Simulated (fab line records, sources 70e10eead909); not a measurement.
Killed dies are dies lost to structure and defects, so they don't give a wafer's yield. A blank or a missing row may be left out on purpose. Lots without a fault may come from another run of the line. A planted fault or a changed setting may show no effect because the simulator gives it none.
Which tool did it? | flow nand_harc | 7 lots, 19 wafers sampled, at 3 steps of a route of 1159

WHAT THE GAUGES READ, wafer by wafer
NHARC_A_ONON_D1_THK_MEAS_05: measures by ellipsometry.
lot  | measured     | on            | thk_nm (nm)
L663 | day 8 04:04  | film_metro-01 | 993 994 992
L665 | day 8 14:08  | film_metro-01 | 1003 1004 1004
L668 | day 8 19:45  | film_metro-01 | 994 995 993
L669 | day 9 12:45  | film_metro-01 | 1013 1016 1012
L671 | day 9 17:25  | film_metro-01 | 1004 1004 1004
L674 | day 11 01:23 | film_metro-02 | 454 1020
L678 | day 11 18:50 | film_metro-02 | 423 422

WHICH TOOL RAN EACH LOT (tool, then ch and the chambers of the sampled wafers, then the start)
lot  | NHARC_A_ZERO_WELL_ETCH_13       | NHARC_A_ONON_D1_DEP_03
L663 | rie_si-05 ch 0,1,3, day 7 04:05 | pecvd_onon-03 ch 0, day 8 03:40
L665 | rie_si-05 ch 1,3, day 7 14:41   | pecvd_onon-03 ch 0, day 8 13:41
L668 | rie_si-02 ch 0,1,3, day 7 20:42 | pecvd_onon-03 ch 0, day 8 19:14
L669 | rie_si-02 ch 0,1,3, day 8 13:43 | pecvd_onon-03 ch 0, day 9 12:17
L671 | rie_si-04 ch 0,1, day 8 18:00   | pecvd_onon-02 ch 0, day 9 16:55
L674 | rie_si-04 ch 1,2, day 9 23:39   | pecvd_onon-03 ch 0, day 11 00:56
L678 | rie_si-04 ch 2,3, day 10 19:52  | pecvd_onon-03 ch 0, day 11 18:23
- NHARC_A_ZERO_WELL_ETCH_13: etches the open film in HBr/Cl2, target depth 120 nm, time 40.1 s.
- NHARC_A_ONON_D1_DEP_03: target thk 1000 nm.

THE ANSWER, worked out from the rows above alone
Rule: what is usual is taken from the lots themselves. Put in order of their means at a reading, lots are off if they are a third of the lots or fewer, leave a main group of 4 or more, and stand apart from it by a gap of 3 or more times the standard deviation of the main group's means; of several such gaps the widest counts. A main group whose means are all the same, to the digits that the tables above print for the reading, isn't used. A lot without any number at a reading at which 4 lots or more have one is off too. The other lots that the step has rows for count as sound.
Off: L674, L678, at NHARC_A_ONON_D1_THK_MEAS_05 (thk_nm). The main group: mean 1002 nm, standard deviation 7.6.
A tool fits if, at a process step before that reading, it ran every lot that is off, and no sound lot after the first of them. The gauges at NHARC_A_ONON_D1_THK_MEAS_05 are tried like those tools. Can't be told from this: 3 tools fit, rie_si-04 at NHARC_A_ZERO_WELL_ETCH_13, pecvd_onon-03 at NHARC_A_ONON_D1_DEP_03, film_metro-02 at NHARC_A_ONON_D1_THK_MEAS_05.

WHAT THE SIMULATOR HAD PUT IN
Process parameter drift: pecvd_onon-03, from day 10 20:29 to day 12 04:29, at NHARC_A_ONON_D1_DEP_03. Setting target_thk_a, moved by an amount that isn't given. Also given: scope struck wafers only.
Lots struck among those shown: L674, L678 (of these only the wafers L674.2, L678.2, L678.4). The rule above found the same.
